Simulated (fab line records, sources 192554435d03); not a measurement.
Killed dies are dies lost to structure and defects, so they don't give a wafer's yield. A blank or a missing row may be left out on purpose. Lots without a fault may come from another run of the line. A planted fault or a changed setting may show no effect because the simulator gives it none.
fab line records | flow n5_finfet
record lots=5 wafers=15 last_day=16
route steps=1938 shown BEOL_M1@758 BEOL_M4@1111 PASSIVATION@1936
lots that met no fault: from a run of the same line without faults
start_h: hours from the record's first day to the start of the lot's first wafer shown | wait_h: hours since the lot's step before | " the same as in the row above | L1.1+2: a row that stands for several wafers | - no value, or no start given | * or withheld: withheld | < > ~ a bound
route shown NAME@n: a module of which the file shows steps, and the number in the route of the first | usual: mean/standard deviation of fault-free wafers | same: alike in all rows | chamber/n: place in a boat | sites: the reading at each site | _std_site: their standard deviation | _edge_site: outer sites' mean less inner sites' | radius_mm: how far each site lies from the wafer's centre | mask NAME#n: copy n | behind: the tool/chamber that last shaped the wafer | hold: why the lot was held/for how many hours/how that ended | device: the transistor (n, p or np) that didn't switch | end of line: the same wafers' tests at the end of the route | a step without rows: its recipe alone | killed: dies lost to structure and defects at the first sort, not the wafer's yield | map: a wafer's dies, x killed, . not, _ none there
set.NAME: the setting as run; set.NAME@STEP: as run at that earlier step | model.NAME: the simulator's own value behind a step, which no gauge read
lots at some steps of the route; a table a step, a row a wafer
services: from which hour (start_h, from the record's first day; less than 0 if before it) a tool's chamber was out of use, for how many hours, and why
## steps
# step N5_BEOL_M1_COAT_05
# recipe resist=CAR-EUV spin_rpm=1500 resist_thk_nm=30
# step N5_BEOL_M1_EBR_07
# recipe solvent=PGMEA ebr_width_mm=1.5
# step N5_BEOL_M1_SOFTBAKE_06
# recipe temp_c=110 time_s=60 resist=CAR-EUV
# step N5_BEOL_M1_EXPOSE_08
# recipe mask_id=M1 na=0.33 source_shape=dipole sigma_inner=0.369 sigma_outer=0.767 polarization=unpolarized dose_mj=33
# step N5_BEOL_M1_PEB_09
# recipe peb_temp_c=100 peb_time_s=60 resist=CAR-EUV
# step N5_BEOL_M1_DEVELOP_10
# recipe develop_time_s=30 developer=TMAH resist=CAR-EUV rinse_liquid=surfactant_rinse dry=air_spin dev_temp_c=23
# step N5_BEOL_M1_DESCUM_16
# recipe chemistry=O2 time_s=7 source_power_w=50 bias_power_w=20 pressure_mtorr=20 rf_frequency_hz=2.712e+07 temp_c=40 resist=CAR-EUV o2_flow_sccm=225
# step N5_BEOL_M1_ETCH_74
# recipe chemistry=N2/H2 target=underlayer target_depth_a=65 mask_material=CAR-EUV time_s=5.2 ion_energy_ev=200 pressure_mtorr=30 source_w=840 bias_w=150 n2_flow_sccm=200 h2_flow_sccm=200 ends=cleared
# step N5_BEOL_M1_ETCH_63
# recipe chemistry=CF4 target=SiARC target_depth_a=156 mask_material=CAR-EUV time_s=26 ion_energy_ev=80 pressure_mtorr=40 source_w=545 bias_w=36 Ar_flow_sccm=100 cf4_flow_sccm=100 ends=cleared
# step N5_BEOL_M1_ETCH_64
# recipe chemistry=N2/H2 target=SOC target_depth_a=750 overetch_a=150 mask_material=SiARC temp_c=40 time_s=112.5 ion_energy_ev=200 pressure_mtorr=30 source_w=840 bias_w=150 n2_flow_sccm=200 h2_flow_sccm=200
# usual bias_w=150.0/0.43 drypump_motor_current_A=5.8/0.5 oes_product_au=0.59/0.042 rf_fwd_power_W=836.4/2.6 rf_vpp_V=523.5/2.6 showerhead_plenum_p_Torr=2.53/0.087 throttle_valve_pct=17.88/0.14
# columns lot.wafer tool chamber start_h wait_h bias_w drypump_motor_current_A oes_product_au rf_fwd_power_W rf_hours_counter_h rf_vpp_V showerhead_plenum_p_Torr throttle_valve_pct model.SiARC_of_BEOL_M1_COAT_62.thk_nm model.BEOL_M1.cd_offset_nm
L897.2 rie_diel-02 2 163.76 0.0 150.6 5.0 0.58 835.0 182 524.3 2.53 17.74 6.8 0
L897.3 " 0 " " 149.6 5.7 0.59 835.0 158 525.0 2.53 17.68 6.6 0
L897.5 " 2 " " 150.0 5.0 0.58 839.6 - 523.6 2.53 17.73 6.8 -0.2
L899.4 rie_diel-02 0 169.00 0.1 150.6 5.7 0.58 838.0 - 523.9 2.53 17.71 4.4 1.2
L899.5 " 3 " " 150.7 5.9 0.56 837.4 - 520.9 2.43 18.02 4.8 1.2
L899.6 " 2 " " 150.2 5.0 0.59 839.8 - 522.5 2.52 17.73 6.8 0
L903.3 rie_diel-02 1 191.09 0.0 149.6 6.1 0.57 836.1 193 525.4 2.60 17.63 6.8 -0.2
L903.4 " 3 " " 149.4 5.9 0.56 836.0 203 521.7 2.43 18.00 5 0.6
L903.6 " 2 " " 150.0 5.0 0.58 832.8 - 523.4 2.52 17.75 6.8 -0.2
L904.2 rie_diel-02 3 196.60 0.0 150.3 5.9 0.55 835.1 205 520.5 2.43 18.01 4.8 1
L904.5 " 2 " " 149.4 5.0 0.58 837.8 - 523.9 2.52 17.76 4.6 1.2
L904.6 " 1 " " 150.2 6.2 0.57 834.8 - 525.2 2.60 17.63 6.8 -0.2
L908.4 rie_diel-01 1 218.34 0.0 149.2 6.5 0.69 832.3 53 525.1 2.59 17.82 7 -0.4
L908.5 " 0 " " 149.9 6.1 0.61 836.3 - 521.0 2.43 17.95 6.8 0.2
L908.6 " 3 " " 149.9 5.0 0.56 832.8 - 520.2 2.42 18.02 6.8 0
# step N5_BEOL_M1_STRIP_65
# recipe chemistry=N2/H2 temp_c=40 n2_flow_sccm=200 h2_flow_sccm=200 rf_frequency_hz=6e+07
# step N5_BEOL_M1_STRIP_75
# recipe chemistry=N2/H2 temp_c=40 n2_flow_sccm=200 h2_flow_sccm=200 rf_frequency_hz=6e+07
# step N5_BEOL_M1_STRIP_66
# recipe chemistry=CF4 resist=SiARC power_w=300 bias_power_w=75 pressure_mtorr=50 cf4_flow_sccm=150 rf_frequency_hz=6e+07
# step N5_BEOL_M1_HM_OPEN_17
# recipe chemistry=Cl2/BCl3 target_depth_a=200 overetch_a=60 target=TiN mask_material=SOC ion_energy_ev=150 pressure_mtorr=10 icp_w=1000 bias_w=126 Cl2_flow_sccm=53.25 bcl3_flow_sccm=21.75 Ar_flow_sccm=25
# usual bias_w=126.0/0.35 drypump_motor_current_A=6.0/0.36 oes_product_au=0.69/0.095 rf_fwd_power_W=991/3.2 throttle_valve_pct=22.14/0.23
# columns lot.wafer tool chamber start_h wait_h bias_w drypump_motor_current_A oes_product_au rf_fwd_power_W rf_hours_counter_h throttle_valve_pct model.BEOL_M1.cd_offset_nm
L897.2 rie_metal-01 0 163.93 0.0 125.9 5.7 0.77 993 6 21.67 0.2
L897.3 " 0 " " 125.8 5.7 0.77 996 - 21.68 0
L897.5 " 0 " " 125.9 5.7 0.77 993 - 21.69 -0.2
L899.4 rie_metal-02 0 169.15 0.1 126.0 6.3 0.75 994 - 22.22 1.2
L899.5 " 1 " " 125.7 6.5 0.60 997 - 22.14 1.4
L899.6 " 0 " " 125.3 6.3 0.76 991 - 22.19 -0.2
L903.3 rie_metal-02 0 191.29 0.1 126.5 6.3 0.76 993 - 22.20 -0.4
L903.4 " 1 " " 125.3 6.5 0.60 995 - 22.14 0.8
L903.6 " 0 " " 126.8 6.3 0.76 992 - 22.20 -0.6
L904.2 rie_metal-02 1 196.77 0.0 126.1 6.5 0.60 995 75 22.15 1.2
L904.5 " 1 " " 125.6 6.5 0.59 1000 - 22.13 1.4
L904.6 " 0 " " 125.8 6.3 0.75 991 - 22.22 0
L908.4 rie_metal-03 0 218.54 0.1 126.0 5.7 0.53 988 - 22.37 -0.4
L908.5 " 1 " " 126.0 5.5 0.61 991 - 22.20 0.2
L908.6 " 0 " " 126.5 5.6 0.53 992 - 22.37 -0.2
# step N5_BEOL_M1_STRIP_19
# recipe chemistry=O2 power_w=400 temp_c=40 pressure_mtorr=30 rf_frequency_hz=6e+07 bias_power_w=0 overash_fraction=0.2 o2_flow_sccm=225
# step N5_BEOL_M1_CD_MEAS_18
# recipe pitch_nm=36 target_cd_nm=18
# usual cd_nm=18.0/0.32
# columns lot.wafer tool chamber start_h wait_h cd_nm
L897.2 cd_sem-02 - 164.14 0.1 18.2
L897.3 " - " " 18.0
L897.5 " - " " 17.9
L899.4 cd_sem-02 - 169.30 0.1 19.1
L899.5 " - " " 19.6
L899.6 " - " " 18.1
L903.3 cd_sem-02 - 191.44 0.1 17.6
L903.4 " - " " 19.1
L903.6 " - " " 17.5
L904.2 cd_sem-01 - 196.95 0.1 19.3
L904.5 " - " " 19.2
L904.6 " - " " 17.9
L908.4 cd_sem-03 - 218.69 0.1 17.5
L908.5 " - " " 18.2
L908.6 " - " " 18.4
# step N5_BEOL_M1_COAT_67
# recipe resist=SOC temp_c=250 time_s=60 spin_rpm=1500 resist_thk_nm=60
# step N5_BEOL_M4_RC_MEAS_101
# usual DIBL_N=36.0/1.6 DIBL_P=36.1/2 IOFF_N=0.160/0.029 IOFF_P=0.21/0.039 ION_N=675/13 ION_P=464/8.8 SS_N=71.5/0.58 SS_P=73.3/0.65 VT_N=250/3.3 VT_P=-249/3.6
# columns lot.wafer tool chamber start_h wait_h DIBL_N[mV/V] DIBL_P[mV/V] IOFF_N[nA/um] IOFF_P[nA/um] ION_N[uA/um] ION_P[uA/um] SS_N[mV/dec] SS_P[mV/dec] VT_N[mV] VT_P[mV]
L897.2 prober-02 0 204.80 0.2 36.0 34.9 0.136 0.20 663 461 71.1 72.7 252 -248
L897.3 " 0 " " 37.8 37.3 0.179 0.24 683 467 71.7 73.8 248 -248
L897.5 " 0 " " 36.9 36.2 0.153 0.22 688 471 71.0 73.2 250 -245
L899.4 prober-02 0 209.53 0.5 35.7 34.8 0.139 0.21 668 468 70.9 73.4 249 -247
L899.5 " 0 " " 38.5 38.5 0.197 0.28 674 467 72.1 74.0 248 -245
L899.6 " 0 " " 37.4 36.2 0.165 0.24 668 463 71.9 73.6 249 -244
L903.3 prober-01 0 236.55 0.3 37.6 38.9 0.199 0.28 697 488 71.8 73.8 247 -243
L903.4 " 0 " " 35.5 35.7 0.150 0.22 671 464 71.2 73.6 251 -246
L903.6 " 0 " " 36.2 37.1 0.167 0.24 683 474 71.8 73.1 248 -245
L904.2 prober-02 0 238.21 0.2 36.3 34.7 0.160 0.19 676 458 70.9 73.1 249 -252
L904.5 " 0 " " 37.9 36.9 0.190 0.22 684 467 71.4 73.5 246 -250
L904.6 " 0 " " 35.0 33.2 0.136 0.18 682 465 70.9 72.7 253 -253
L908.4 prober-02 0 268.35 0.5 35.2 36.3 0.154 0.23 669 466 72.0 73.8 249 -247
L908.5 " 0 " " 33.2 33.6 0.123 0.19 671 468 70.5 72.8 252 -247
L908.6 " 0 " " 37.5 38.1 0.183 0.24 667 463 71.9 73.9 249 -249
# step N5_PASSIVATION_PROBE_49
# usual defect_limited_yield=91.0/1.3 killed_at_M0_to_M3=36/9.5 killed_at_M4_up=14/5.6 killed_at_contacts=12/6.4 killed_at_front_end=40/10 killed_at_other=3.2/3 killed_dies=107/15 killed_on_rim=15/4.5 killed_open=69/12 killed_short=35/7.7 sort_bin_5_function=5.3/0.91 sort_bin_6_memory=3.3/0.65 sort_n_pass=1073/15 sort_yield_pct=91.0/1.3
# same gross_dies=1180 killed_at_back_side=0 sort_bin_4_leakage[%]=0 sort_bin_8_speed[%]=0
# columns lot.wafer tool chamber start_h wait_h defect_limited_yield[%] killed_at_M0_to_M3 killed_at_M4_up killed_at_contacts killed_at_front_end killed_at_other killed_dies killed_on_rim killed_open killed_short sort_bin_5_function[%] sort_bin_6_memory[%] sort_n_pass sort_yield_pct[%]
L904.2 prober-02 - 347.39 0.1 92.2 21 13 10 44 4 92 12 57 30 4.2 3.1 1088 92.2
L903.3 prober-01 - 354.78 0.1 89.6 52 16 13 38 4 123 24 78 43 6.3 4.1 1057 89.6
L903.4 prober-01 - 354.83 0.2 90.7 36 15 20 39 0 110 13 73 36 5.8 3.2 1070 90.7
L903.6 prober-01 - 354.93 0.3 92.4 23 14 20 31 2 90 10 67 22 4.8 2.6 1090 92.4
L908.4 prober-01 - 382.06 0.2 87.5 47 21 23 44 13 148 26 82 63 8.1 4.2 1032 87.5
L908.5 prober-01 - 382.11 0.2 91.2 44 15 21 22 2 104 13 73 31 5.1 3.6 1076 91.2
L908.6 prober-01 - 382.16 0.3 90.4 42 16 14 28 13 113 13 76 35 5.4 3.6 1067 90.4
# killed by level:class
L904.2 FIN_SAQP:geometric_particle:open=15 FIN_SAQP:geometric_particle:short=15 MOL_CONTACT_COAG:geometric_particle:open=9 BEOL_M4:geometric_particle:open=7 BEOL_M0_SAQP:geometric_particle:open=5 DUMMY_GATE:geometric_particle:open=4 BEOL_M3:geometric_particle:open=4 ILD0:geometric_particle:open=3
L903.3 BEOL_M0_SAQP:geometric_particle:open=18 BEOL_M0_SAQP:geometric_particle:short=12 MOL_CONTACT_COAG:geometric_particle:open=10 STI_FIN_REVEAL:geometric_particle:open=7 GATE_CUT:geometric_particle:short=6 BEOL_M4:geometric_particle:open=6 FIN_SAQP:geometric_particle:short=5 BEOL_M1:geometric_particle:short=5
L903.4 MOL_CONTACT_COAG:geometric_particle:open=17 BEOL_M3:geometric_particle:open=11 BEOL_M4:geometric_particle:open=9 ILD0:geometric_particle:short=7 BEOL_M0_SAQP:geometric_particle:short=7 FIN_SAQP:geometric_particle:short=5 STI_FIN_REVEAL:geometric_particle:open=5 DUMMY_GATE:geometric_particle:open=5
L903.6 MOL_CONTACT_COAG:geometric_particle:open=16 STI_FIN_REVEAL:geometric_particle:open=8 BEOL_M3:geometric_particle:open=7 BEOL_M1:geometric_particle:open=6 BEOL_M4:geometric_particle:open=6 GATE_CUT:geometric_particle:short=5 FIN_SAQP:geometric_particle:open=4 ILD0:geometric_particle:open=4
L908.4 MOL_CONTACT_COAG:geometric_particle:open=18 BEOL_M0_SAQP:geometric_particle:short=14 FIN_SAQP:geometric_particle:short=10 BEOL_M0_SAQP:geometric_particle:open=7 GATE_CUT:geometric_particle:short=7 BEOL_M0:geometric_particle:open=7 BEOL_M1:geometric_particle:open=7 FIN_SAQP:geometric_particle:open=6
L908.5 MOL_CONTACT_COAG:geometric_particle:open=15 BEOL_M0_SAQP:geometric_particle:short=11 FIN_SAQP:geometric_particle:open=10 BEOL_M1:geometric_particle:open=7 MOL_CONTACT_COAG:geometric_particle:short=6 BEOL_M5:geometric_particle:open=6 BEOL_M3:geometric_particle:open=5 BEOL_M0:geometric_particle:open=5
L908.6 MOL_CONTACT_COAG:geometric_particle:open=13 FIN_SAQP:geometric_particle:open=11 BEOL_M0_SAQP:geometric_particle:short=11 BEOL_M1:geometric_particle:open=9 GATE_CUT:geometric_particle:short=6 PAD_METAL:geometric_particle:open=5 BEOL_M0_SAQP:geometric_particle:open=5 BEOL_M5:geometric_particle:open=5
## services
# columns tool chamber start_h hours kind
rie_metal-02 1 140.89 24.9 repair
rie_diel-02 1 163.00 10.2 repair
rie_metal-02 - 177.85 0.3 repair
rie_diel-01 0 181.02 4.1 repair
rie_metal-01 0 188.31 14.9 repair
## key
first_sign step=N5_BEOL_M1_CD_MEAS_18 reading=cd_nm direction=up sigmas=3.8 usual=18.0 struck=19.2
effect none on later readings
model_effect step=N5_BEOL_M1_ETCH_64 value=SiARC_of_BEOL_M1_COAT_62.thk_nm without=6.84 struck=4.72
model_effect step=N5_BEOL_M1_HM_OPEN_17 value=BEOL_M1.cd_offset_nm without=0.28 struck=1.2
met_at N5_BEOL_M1_ETCH_64
struck_wafers L899.4,L899.5,L903.4,L904.2,L904.5
onset_between 163.76 169.00
fault kind=process_parameter_drift tool=rie_diel-02 chamber=- onset_h=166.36 steps=N5_BEOL_M1_ETCH_64 channel=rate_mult offset=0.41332 shape=step end_h=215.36 scope=struck_wafers_only
